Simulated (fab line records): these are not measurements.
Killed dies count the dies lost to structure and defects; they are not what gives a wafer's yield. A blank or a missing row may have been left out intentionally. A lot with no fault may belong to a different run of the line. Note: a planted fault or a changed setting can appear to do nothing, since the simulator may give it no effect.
Matching of chambers    flow nand_harc    NHARC_A_BLC_STRIP_29 on rie_diel-02: 4 sister chambers
The step strips in CF4. 8 wafers are shown with their chamber, then 12 later ones without.

WAFERS PAIRED WITH THEIR CHAMBERS
wafer   chamber  drypump_motor_current_A (A)  oes_product_au (a.u.)
L078.6  2        6.2                          0.990
L085.2  3        6.1                          0.996
L086.1  0        6.6                          0.980
L086.2  1        5.7                          0.984
L086.6  0        6.6                          0.975
L087.1  1        5.7                          0.964
L087.2  2        6.3                          0.990
L087.3  3        6.1                          0.997

WAFERS WITHOUT THEIR CHAMBER
wafer   drypump_motor_current_A (A)  oes_product_au (a.u.)
L089.2  6.3                          1.004
L089.4  6.1                          0.995
L089.5  6.6                          0.997
L091.1  6.6                          0.975
L091.3  5.7                          0.973
L091.5  6.1                          1.002
L092.1  6.1                          0.988
L092.2  6.6                          0.967
L092.5  6.1                          0.992
L096.1  6.1                          1.001
L096.4  6.6                          0.977
L096.5  6.3                          0.989

EACH ONE'S CHAMBER
wafer   from the rows above  in truth
L089.2  2                    2
L089.4  3                    3
L089.5  0                    0
L091.1  0                    0
L091.3  1                    1
L091.5  3                    3
L092.1  3                    3
L092.2  0                    0
L092.5  3                    3
L096.1  3                    3
L096.4  0                    0
L096.5  2                    2
Correctly placed: 12 of 12. Left unplaced by these rows: 0. Wrongly placed: 0.
How it was worked out, from the rows above alone: a wafer's distance from a chamber is the root of the sum, over the readings, of the square of ((its reading less the chamber's mean) divided by the reading's scatter). If the next closest chamber is less than 2 further off than the closest, the wafer can't be placed; otherwise it belongs to the closest. Each chamber's mean is taken over the wafers shown for it. The scatter: the root of (the sum of the squares of (reading less its chamber's mean) over the shown wafers, divided by (wafers less chambers)).
